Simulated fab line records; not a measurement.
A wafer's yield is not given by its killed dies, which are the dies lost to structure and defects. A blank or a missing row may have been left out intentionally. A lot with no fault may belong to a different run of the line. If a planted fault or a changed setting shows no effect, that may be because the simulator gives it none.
fab line records	flow n5Finfet	part 1 of 2: steps 1 to 18 of 29
record lots=5	wafers=15	lastDay=17
route steps=1938 shown BEOL_M5@1152
lots with no fault: from the same line, run without faults
startH: the number of hours between the record's first day and the start of the first shown wafer of the lot	waitH: hours since the lot's step before	" identical to the entry in the row above	L1.1+2: a row that stands for several wafers	- either no value or no given start	* or withheld: withheld	< > ~ a bound
route shown NAME@n: NAME is a module with steps in the file, n the number in the route of the first one	usual: mean/standard deviation taken from wafers without a fault	same: alike in all rows	chamber/n: place in a boat	sites: per-site readings	_std_site: their standard deviation	_edge_site: mean of outer sites minus mean of inner sites	radiusMm: how far each site lies from the wafer's centre	mask NAME#n: copy n	behind: the most recent tool/chamber to have shaped the wafer	hold: reason for holding the lot/hours on hold/outcome of the hold	device: whichever transistor did not switch (one of n, p or np)	end of line: the route-end tests of the same wafers	a step without rows: its recipe alone	killed: dies that structure and defects cost at the first sort, which is not the same as the wafer's yield	map: a wafer's dies, marking killed ones x, the rest . and places with no die _
set.NAME: the run value of the setting; set.NAME@STEP: its run value at that earlier step	model.NAME: the simulator's own value behind a step, which no gauge read
certain route steps with their lots: each step a table, each wafer a row
services: the hour from which a tool's chamber was out of use, counted from the record's first day as startH (under 0 if before that day), plus the number of hours and why
## steps
# step N5_BEOL_M5_ETCH_75
# recipe chemistry=N2/H2	target=underlayer	targetDepthA=65	maskMaterial=CAR-EUV	timeS=5.2	ionEnergyEv=200	pressureMtorr=30	sourceW=840	biasW=150	n2FlowSccm=200	h2FlowSccm=200	ends=cleared
# usual drypumpMotorCurrentA=5.9/0.55	etchRfOnTimeS=5.24/0.15	oesProductAu=0.68/0.087	rfVppV=524.3/2.5	showerheadPlenumPTorr=2.57/0.075	throttleValvePct=17.82/0.22
lot.wafer	tool	chamber	startH	waitH	drypumpMotorCurrentA	etchRfOnTimeS	oesProductAu	rfHoursCounterH	rfVppV	showerheadPlenumPTorr	throttleValvePct
L079.1	rieDiel-05	3	223.40	0.0	5.9	5.39	0.60	184	525.0	2.64	18.17
L079.3	"	1	"	"	5.3	5.14	0.83	2	523.2	2.60	17.63
L079.6	"	3	"	"	5.8	5.35	0.60	-	525.2	2.64	18.15
L083.1	rieDiel-05	3	245.70	0.0	5.9	5.32	0.59	189	526.2	2.64	18.20
L083.2	"	2	"	"	6.7	5.31	0.62	176	522.2	2.52	17.86
L083.4	"	1	"	"	5.4	5.11	0.82	8	525.0	2.60	17.64
L084.3	rieDiel-03	1	248.10	0.0	5.3	4.83	0.63	200	524.0	2.50	18.11
L084.4	"	2	"	"	6.0	5.19	0.80	25	524.5	2.60	17.90
L084.6	"	2	"	"	6.0	5.21	0.79	-	525.1	2.60	17.91
L089.2	rieDiel-05	3	280.18	0.0	5.8	5.34	0.58	198	523.8	2.63	18.19
L089.4	"	1	"	"	5.3	5.14	0.79	17	524.3	2.59	17.67
L089.5	"	2	"	"	6.6	5.30	0.62	-	526.3	2.52	17.88
L093.1	rieDiel-03	0	300.48	0.0	5.9	5.02	0.77	49	522.2	2.49	17.93
L093.3	"	2	"	"	6.0	5.23	0.77	40	524.0	2.60	17.94
L093.4	"	0	"	"	5.9	5.10	0.77	-	521.0	2.49	17.95
# step N5_BEOL_M5_ETCH_67
# recipe chemistry=CF4	target=SiARC	targetDepthA=156	maskMaterial=CAR-EUV	timeS=26	ionEnergyEv=80	pressureMtorr=40	sourceW=545	biasW=36	Ar_flow_sccm=100	cf4FlowSccm=100	ends=cleared
# usual drypumpMotorCurrentA=5.9/0.56	etchRfOnTimeS=26.3/0.79	oesProductAu=0.68/0.087	rfVppV=184.3/1.1	showerheadPlenumPTorr=2.16/0.059	throttleValvePct=15.57/0.23
lot.wafer	tool	chamber	startH	waitH	drypumpMotorCurrentA	etchRfOnTimeS	oesProductAu	rfHoursCounterH	rfVppV	showerheadPlenumPTorr	throttleValvePct
L079.1	rieDiel-05	3	223.42	0.0	5.9	26.8	0.60	184	184.5	2.21	15.87
L079.3	"	1	"	"	5.3	26.0	0.83	2	185.9	2.19	15.36
L079.6	"	3	"	"	5.8	27.0	0.59	-	184.0	2.21	15.87
L083.1	rieDiel-05	3	245.72	0.0	5.8	26.7	0.60	189	183.1	2.21	15.88
L083.2	"	2	"	"	6.6	26.7	0.62	176	185.3	2.12	15.56
L083.4	"	1	"	"	5.3	26.3	0.81	8	184.2	2.18	15.39
L084.3	rieDiel-03	1	248.11	0.0	5.4	24.0	0.64	200	184.3	2.13	16.06
L084.4	"	2	"	"	5.9	25.6	0.80	25	184.4	2.19	15.56
L084.6	"	2	"	"	6.0	25.8	0.80	-	183.8	2.19	15.56
L089.2	rieDiel-05	3	280.19	0.0	5.8	26.5	0.59	198	184.6	2.20	15.90
L089.4	"	1	"	"	5.3	26.0	0.78	17	184.5	2.18	15.41
L089.5	"	2	"	"	6.6	26.5	0.62	-	185.2	2.12	15.58
L093.1	rieDiel-03	0	300.50	0.0	5.9	25.5	0.76	49	183.9	2.09	15.67
L093.3	"	2	"	"	6.0	26.3	0.77	40	184.7	2.19	15.59
L093.4	"	0	"	"	5.9	25.1	0.77	-	183.9	2.09	15.66
# step N5_BEOL_M5_ETCH_68
# recipe chemistry=N2/H2	target=SOC	targetDepthA=800	overetchA=160	maskMaterial=SiARC	tempC=40	timeS=120	ionEnergyEv=200	pressureMtorr=30	sourceW=840	biasW=150	n2FlowSccm=200	h2FlowSccm=200
# usual drypumpMotorCurrentA=5.9/0.56	oesProductAu=0.61/0.075	rfVppV=524.3/2.2	showerheadPlenumPTorr=2.57/0.075	throttleValvePct=17.78/0.22
lot.wafer	tool	chamber	startH	waitH	drypumpMotorCurrentA	oesProductAu	rfHoursCounterH	rfVppV	showerheadPlenumPTorr	throttleValvePct
L079.1	rieDiel-05	3	223.45	0.0	5.8	0.54	184	527.2	2.64	18.12
L079.3	"	1	"	"	5.3	0.75	2	525.0	2.60	17.59
L079.6	"	3	"	"	5.8	0.54	-	526.2	2.64	18.13
L083.1	rieDiel-05	3	245.74	0.0	5.9	0.54	189	525.8	2.64	18.15
L083.2	"	2	"	"	6.6	0.57	176	521.6	2.52	17.82
L083.4	"	1	"	"	5.3	0.72	8	525.5	2.60	17.60
L084.3	rieDiel-03	1	248.14	0.0	5.3	0.54	200	522.9	2.50	18.07
L084.4	"	2	"	"	6.0	0.71	25	524.6	2.60	17.88
L084.6	"	2	"	"	6.0	0.70	-	524.2	2.60	17.85
L089.2	rieDiel-05	3	280.22	0.0	5.8	0.54	198	526.4	2.63	18.15
L089.4	"	1	"	"	5.3	0.71	17	524.9	2.59	17.62
L089.5	"	2	"	"	6.7	0.56	-	524.8	2.52	17.86
L093.1	rieDiel-03	0	300.52	0.0	5.9	0.67	49	523.5	2.49	17.89
L093.3	"	2	"	"	6.0	0.69	40	525.4	2.60	17.88
L093.4	"	0	"	"	5.9	0.67	-	521.7	2.49	17.89
# step N5_BEOL_M5_STRIP_69
# recipe chemistry=N2/H2	tempC=40	n2FlowSccm=200	h2FlowSccm=200	rfFrequencyHz=6e+07
lot.wafer	tool	chamber	startH	waitH
L079.1+3+6	rieDiel-05	3,1,3	223.53	0.0
L083.1+2+4	rieDiel-05	3,2,1	245.82	0.0
L084.3+4+6	rieDiel-03	1,2,2	248.22	0.0
L089.2+4+5	rieDiel-05	3,1,2	280.30	0.0
L093.1+3+4	rieDiel-03	0,2,0	300.60	0.0
# step N5_BEOL_M5_STRIP_76
# recipe chemistry=N2/H2	tempC=40	n2FlowSccm=200	h2FlowSccm=200	rfFrequencyHz=6e+07
lot.wafer	tool	chamber	startH	waitH
L079.1+3+6	rieDiel-05	3,1,3	223.54	0.0
L083.1+2+4	rieDiel-05	3,2,1	245.83	0.0
L084.3+4+6	rieDiel-03	1,2,2	248.23	0.0
L089.2+4+5	rieDiel-05	3,1,2	280.31	0.0
L093.1+3+4	rieDiel-03	0,2,0	300.61	0.0
# step N5_BEOL_M5_VIA_ETCH_34
# recipe chemistry=C4F6/O2	target=SiCOH_lowk	targetDepthA=883	maskMaterial=SOC	taperDeg=4	timeS=39.2	ionEnergyEv=250	pressureMtorr=30	sourceW=345	biasW=185	Ar_flow_sccm=300	C4F6_flow_sccm=10	O2_flow_sccm=10
# usual drypumpMotorCurrentA=5.9/0.56	oes_ar_750_au=0.79/0.094	oesProductAu=0.79/0.1	rfVppV=674/9.3	showerheadPlenumPTorr=2.89/0.081	throttleValvePct=20.92/0.24
lot.wafer	tool	chamber	startH	waitH	drypumpMotorCurrentA	oes_ar_750_au	oesProductAu	rfHoursCounterH	rfVppV	showerheadPlenumPTorr	throttleValvePct
L079.1	rieDiel-05	3	223.55	0.0	5.9	0.70	0.70	184	671	2.95	21.23
L079.3	"	1	"	"	5.3	0.96	0.99	2	693	2.92	20.81
L079.6	"	3	"	"	5.8	0.70	0.69	-	671	2.95	21.25
L083.1	rieDiel-05	3	245.84	0.0	5.8	0.70	0.69	189	671	2.95	21.23
L083.2	"	2	"	"	6.7	0.73	0.73	177	665	2.82	20.80
L083.4	"	1	"	"	5.3	0.93	0.95	8	692	2.92	20.79
L084.3	rieDiel-03	1	248.24	0.0	5.3	0.74	0.73	200	670	2.83	21.33
L084.4	"	2	"	"	6.0	0.92	0.92	25	667	2.94	21.06
L084.6	"	2	"	"	6.0	0.92	0.92	-	666	2.94	21.08
L089.2	rieDiel-05	3	280.32	0.0	5.8	0.70	0.69	198	670	2.94	21.27
L089.4	"	1	"	"	5.3	0.90	0.94	17	692	2.91	20.81
L089.5	"	2	"	"	6.6	0.72	0.73	-	666	2.82	20.83
L093.1	rieDiel-03	0	300.62	0.0	5.9	0.87	0.89	49	664	2.79	21.03
L093.3	"	2	"	"	6.0	0.89	0.90	40	668	2.93	21.09
L093.4	"	0	"	"	5.9	0.89	0.89	-	663	2.79	21.03
# step N5_BEOL_M5_STRIP_85
# recipe chemistry=C4F6/O2	resist=SiARC	rfFrequencyHz=6e+07
lot.wafer	tool	chamber	startH	waitH
L079.1+3+6	rieDiel-05	3,1,3	223.58	0.0
L083.1+2+4	rieDiel-05	3,2,1	245.88	0.0
L084.3+4+6	rieDiel-03	1,2,2	248.28	0.0
L089.2+4+5	rieDiel-05	3,1,2	280.36	0.0
L093.1+3+4	rieDiel-03	0,2,0	300.66	0.0
# step N5_BEOL_M5_STRIP_36
# recipe chemistry=N2/H2	powerW=450	tempC=40	pressureMtorr=20	rfFrequencyHz=6e+07	overashFraction=0.3	biasPowerW=7	h2Frac=0.5	n2FlowSccm=200	h2FlowSccm=200
# usual biasPowerW=7.001/0.022	drypumpMotorCurrentA=5.9/0.56	oesProductAu=0.80/0.1	rfVppV=59.4/1.6	showerheadPlenumPTorr=2.56/0.075	throttleValvePct=23.60/0.25
lot.wafer	tool	chamber	startH	waitH	biasPowerW	drypumpMotorCurrentA	oesProductAu	rfHoursCounterH	rfVppV	showerheadPlenumPTorr	throttleValvePct
L079.1	rieDiel-05	3	223.59	0.0	7.019	5.8	0.70	184	58.9	2.63	23.97
L079.3	"	1	"	"	6.994	5.3	1.00	2	56.9	2.59	23.45
L079.6	"	3	"	"	7.016	5.9	0.71	-	60.2	2.64	23.96
L083.1	rieDiel-05	3	245.89	0.0	7.010	5.9	0.70	189	62.1	2.63	23.97
L083.2	"	2	"	"	7.033	6.6	0.73	177	59.4	2.52	23.68
L083.4	"	1	"	"	6.979	5.3	0.98	8	59.9	2.59	23.43
L084.3	rieDiel-03	1	248.29	0.0	7.017	5.3	0.72	200	59.9	2.50	23.91
L084.4	"	2	"	"	7.012	6.0	0.94	25	60.9	2.60	23.83
L084.6	"	2	"	"	7.003	6.0	0.94	-	59.2	2.60	23.82
L089.2	rieDiel-05	3	280.37	0.0	7.062	5.8	0.69	198	60.5	2.63	23.99
L089.4	"	1	"	"	7.004	5.3	0.94	17	62.5	2.59	23.47
L089.5	"	2	"	"	7.016	6.6	0.74	-	59.7	2.51	23.74
L093.1	rieDiel-03	0	300.67	0.0	6.978	5.9	0.89	49	59.2	2.48	23.56
L093.3	"	2	"	"	7.004	6.0	0.90	40	60.2	2.59	23.86
L093.4	"	0	"	"	6.993	5.9	0.88	-	60.4	2.48	23.60
# step N5_BEOL_M5_TRENCH_ETCH_37
# recipe chemistry=C4F6/O2	targetDepthA=716.52	target=SiCOH_lowk	timeS=24.7	ionEnergyEv=250	pressureMtorr=30	sourceW=345	biasW=185	Ar_flow_sccm=300	C4F6_flow_sccm=10	O2_flow_sccm=10
# usual drypumpMotorCurrentA=5.9/0.55	oes_ar_750_au=0.79/0.094	oesProductAu=0.80/0.1	rfVppV=674/9.2	showerheadPlenumPTorr=2.89/0.081	throttleValvePct=20.96/0.24
lot.wafer	tool	chamber	startH	waitH	drypumpMotorCurrentA	oes_ar_750_au	oesProductAu	rfHoursCounterH	rfVppV	showerheadPlenumPTorr	throttleValvePct
L079.1	rieDiel-05	3	-	-	5.9	0.70	0.70	184	672	2.95	21.25
L079.3	"	1	"	"	5.3	0.96	1.00	2	694	2.92	20.84
L079.6	"	3	"	"	5.8	0.70	0.70	-	671	2.95	21.27
L083.1	rieDiel-05	3	-	-	5.8	0.70	0.70	189	670	2.95	21.28
L083.2	"	2	"	"	6.6	0.73	0.74	177	667	2.82	20.85
L083.4	"	1	"	"	5.3	0.93	0.96	8	693	2.92	20.86
L084.3	rieDiel-03	1	-	-	5.3	0.75	0.74	200	668	2.83	21.37
L084.4	"	2	"	"	5.9	0.92	0.94	25	667	2.94	21.12
L084.6	"	2	"	"	5.9	0.92	0.93	-	668	2.94	21.10
L089.2	rieDiel-05	3	-	-	5.8	0.70	0.69	198	671	2.94	21.27
L089.4	"	1	"	"	5.3	0.90	0.92	17	693	2.91	20.86
L089.5	"	2	"	"	6.6	0.73	0.73	-	667	2.82	20.87
L093.1	rieDiel-03	0	-	-	6.0	0.88	0.89	49	664	2.79	21.07
L093.3	"	2	"	"	5.9	0.89	0.90	40	667	2.93	21.14
L093.4	"	0	"	"	5.9	0.88	0.90	-	665	2.79	21.07
# step N5_BEOL_M5_ETCH_41
# recipe chemistry=CH3F/O2	target=SiCN	targetDepthA=315	taperDeg=2	timeS=56.7	ionEnergyEv=120	maskMaterial=TiN	pressureMtorr=30	sourceW=395	biasW=75	Ar_flow_sccm=150	CH3F_flow_sccm=30	O2_flow_sccm=20
# usual drypumpMotorCurrentA=5.9/0.56	oesProductAu=0.80/0.1	rfVppV=297.8/1.4	showerheadPlenumPTorr=2.03/0.06	throttleValvePct=16.33/0.24
lot.wafer	tool	chamber	startH	waitH	drypumpMotorCurrentA	oesProductAu	rfHoursCounterH	rfVppV	showerheadPlenumPTorr	throttleValvePct
L079.1	rieDiel-05	3	-	-	5.8	0.70	184	298.6	2.08	16.65
L079.3	"	1	"	"	5.3	0.98	2	298.0	2.06	16.19
L079.6	"	3	"	"	5.8	0.69	-	298.9	2.08	16.65
L083.1	rieDiel-05	3	-	-	5.9	0.70	189	299.8	2.07	16.65
L083.2	"	2	"	"	6.6	0.73	177	295.5	1.99	16.31
L083.4	"	1	"	"	5.3	0.97	8	300.3	2.05	16.19
L084.3	rieDiel-03	1	-	-	5.3	0.72	200	298.1	1.99	16.75
L084.4	"	2	"	"	6.0	0.94	25	297.3	2.06	16.36
L084.6	"	2	"	"	6.0	0.94	-	297.7	2.06	16.34
L089.2	rieDiel-05	3	-	-	5.8	0.69	198	298.8	2.07	16.68
L089.4	"	1	"	"	5.3	0.94	17	297.8	2.05	16.20
L089.5	"	2	"	"	6.7	0.73	-	296.5	1.98	16.33
L093.1	rieDiel-03	0	-	-	5.9	0.89	49	297.0	1.95	16.41
L093.3	"	2	"	"	6.0	0.90	40	298.5	2.06	16.38
L093.4	"	0	"	"	5.9	0.90	-	297.3	1.95	16.41
# step N5_BEOL_M5_STRIP_91
# recipe chemistry=N2/H2	timeS=10	powerW=450	tempC=40	pressureMtorr=20	rfFrequencyHz=6e+07	biasPowerW=7	n2FlowSccm=200	h2FlowSccm=200
# usual biasPowerW=7.000/0.019	drypumpMotorCurrentA=5.9/0.56	oesProductAu=0.80/0.1	rfVppV=59.3/0.85	showerheadPlenumPTorr=2.56/0.075	throttleValvePct=23.60/0.25
lot.wafer	tool	chamber	startH	waitH	biasPowerW	drypumpMotorCurrentA	oesProductAu	rfHoursCounterH	rfVppV	showerheadPlenumPTorr	throttleValvePct
L079.1	rieDiel-05	3	-	-	7.010	5.8	0.70	184	58.6	2.63	23.95
L079.3	"	1	"	"	7.033	5.3	1.00	2	59.2	2.59	23.45
L079.6	"	3	"	"	7.000	5.8	0.70	-	58.7	2.64	23.95
L083.1	rieDiel-05	3	-	-	6.997	5.8	0.69	189	59.2	2.63	23.96
L083.2	"	2	"	"	7.004	6.6	0.74	177	59.5	2.52	23.73
L083.4	"	1	"	"	7.005	5.3	0.96	8	59.1	2.59	23.46
L084.3	rieDiel-03	1	-	-	6.978	5.4	0.72	200	59.9	2.50	23.91
L084.4	"	2	"	"	7.021	6.0	0.94	25	59.8	2.60	23.85
L084.6	"	2	"	"	7.007	6.0	0.95	-	59.0	2.60	23.85
L089.2	rieDiel-05	3	-	-	7.039	5.9	0.69	198	59.5	2.63	23.99
L089.4	"	1	"	"	6.998	5.4	0.94	17	59.7	2.59	23.46
L089.5	"	2	"	"	6.997	6.6	0.74	-	59.6	2.51	23.76
L093.1	rieDiel-03	0	-	-	7.002	6.0	0.88	49	58.3	2.48	23.60
L093.3	"	2	"	"	6.992	6.0	0.90	40	60.0	2.59	23.86
L093.4	"	0	"	"	7.011	5.9	0.88	-	58.9	2.48	23.59
# step N5_BEOL_M5_OCD_MEAS_38
# usual trenchDepthNm=71.2/1.6
lot.wafer	tool	chamber	startH	waitH	trenchDepthNm
L079.1	ocd-02	-	223.78	-	70.1
L079.3	"	-	"	"	74.1
L079.6	"	-	"	"	69.7
L083.1	ocd-01	-	246.08	-	70.0
L083.2	"	-	"	"	70.1
L083.4	"	-	"	"	74.0
L084.3	ocd-02	-	248.49	-	74.2
L084.4	"	-	"	"	72.6
L084.6	"	-	"	"	72.2
L089.2	ocd-02	-	280.56	-	69.9
L089.4	"	-	"	"	72.2
L089.5	"	-	"	"	70.5
L093.1	ocd-01	-	300.86	-	73.6
L093.3	"	-	"	"	71.6
L093.4	"	-	"	"	73.8
# step N5_BEOL_M5_HM_STRIP_39
# recipe chemistry=peroxideTinStrip	material=TiN	targetDepthA=250	tempC=50	timeS=158
lot.wafer	tool	chamber	startH	waitH
L079.1+3+6	wetBench-04	5,1,0	223.82	0.0
L083.1+2+4	wetBench-01	0,6,5	246.12	0.0
L084.3+4+6	wetBench-06	2,1,0	248.51	0.0
L089.2+4+5	wetBench-01	2,4,5	280.59	0.0
L093.1+3+4	wetBench-01	2,1,4	300.90	0.0
# step N5_BEOL_M5_SRD_40
# recipe timeS=30	tempC=23	rinseLiquid=diw	dry=ipaMarangoni
lot.wafer	tool	chamber	startH	waitH
L079.1+3+6	wetBench-04	5,1,0	223.86	0.0
L083.1+2+4	wetBench-01	0,6,5	246.17	0.0
L084.3+4+6	wetBench-06	2,1,0	248.56	0.0
L089.2+4+5	wetBench-01	2,4,5	280.64	0.0
L093.1+3+4	wetBench-01	2,1,4	300.94	0.0
# step N5_BEOL_M5_PRECLEAN_42
# recipe chemistry=residueRemover	timeS=60	tempC=40
lot.wafer	tool	chamber	startH	waitH
L079.1+3+6	wetBench-04	5,1,0	223.88	0.0
L083.1+2+4	wetBench-01	0,6,5	246.18	0.0
L084.3+4+6	wetBench-06	2,1,0	248.58	0.0
L089.2+4+5	wetBench-01	2,4,5	280.66	0.0
L093.1+3+4	wetBench-01	2,1,4	300.96	0.0
# step N5_BEOL_M5_SRD_43
# recipe timeS=30	tempC=23	rinseLiquid=diw	dry=ipaMarangoni
lot.wafer	tool	chamber	startH	waitH
L079.1+3+6	wetBench-04	5,1,0	223.90	0.0
L083.1+2+4	wetBench-01	0,6,5	246.20	0.0
L084.3+4+6	wetBench-06	2,1,0	248.59	0.0
L089.2+4+5	wetBench-01	2,4,5	280.67	0.0
L093.1+3+4	wetBench-01	2,1,4	300.98	0.0
# step N5_BEOL_M5_CD_MEAS_35
# recipe targetCdNm=28	targetCdYNm=24	polarity=opening
# usual cdNm=28.1/0.47
lot.wafer	tool	chamber	startH	waitH	cdNm
L079.1	cdSem-03	-	223.94	0.0	27.7
L079.3	"	-	"	"	27.9
L079.6	"	-	"	"	27.6
L083.1	cdSem-01	-	246.24	0.0	27.5
L083.2	"	-	"	"	27.3
L083.4	"	-	"	"	27.1
L084.3	cdSem-01	-	248.64	0.0	29.1
L084.4	"	-	"	"	28.0
L084.6	"	-	"	"	27.5
L089.2	cdSem-01	-	280.71	0.0	28.0
L089.4	"	-	"	"	28.3
L089.5	"	-	"	"	28.8
L093.1	cdSem-01	-	301.02	0.0	27.8
L093.3	"	-	"	"	27.9
L093.4	"	-	"	"	27.5
# step N5_BEOL_M5_CURE_80
# recipe tempC=370	timeS=120	ambient=DMADMS/He	material=SiCOH_lowk
# usual lampPowerPct=52.31/0.057	wafer_temp_C_max=371.6/0.7
lot.wafer	tool	chamber	startH	waitH	lampPowerPct	wafer_temp_C_max
L079.1	uvCure-03	1	223.98	0.0	52.32	371.1
L079.3	"	1	"	"	52.29	370.8
L079.6	"	1	"	"	52.35	371.2
L083.1	uvCure-02	2	246.29	0.0	52.29	371.6
L083.2	"	2	"	"	52.32	371.3
L083.4	"	2	"	"	52.32	371.7
L084.3	uvCure-02	1	248.88	0.2	52.31	372.9
L084.4	"	1	"	"	52.30	373.0
L084.6	"	1	"	"	52.28	372.7
L089.2	uvCure-01	2	280.80	0.1	52.31	372.6
L089.4	"	2	"	"	52.24	373.0
L089.5	"	2	"	"	52.25	372.0
L093.1	uvCure-03	1	301.06	0.0	52.35	371.1
L093.3	"	1	"	"	52.31	371.0
L093.4	"	1	"	"	52.36	370.6
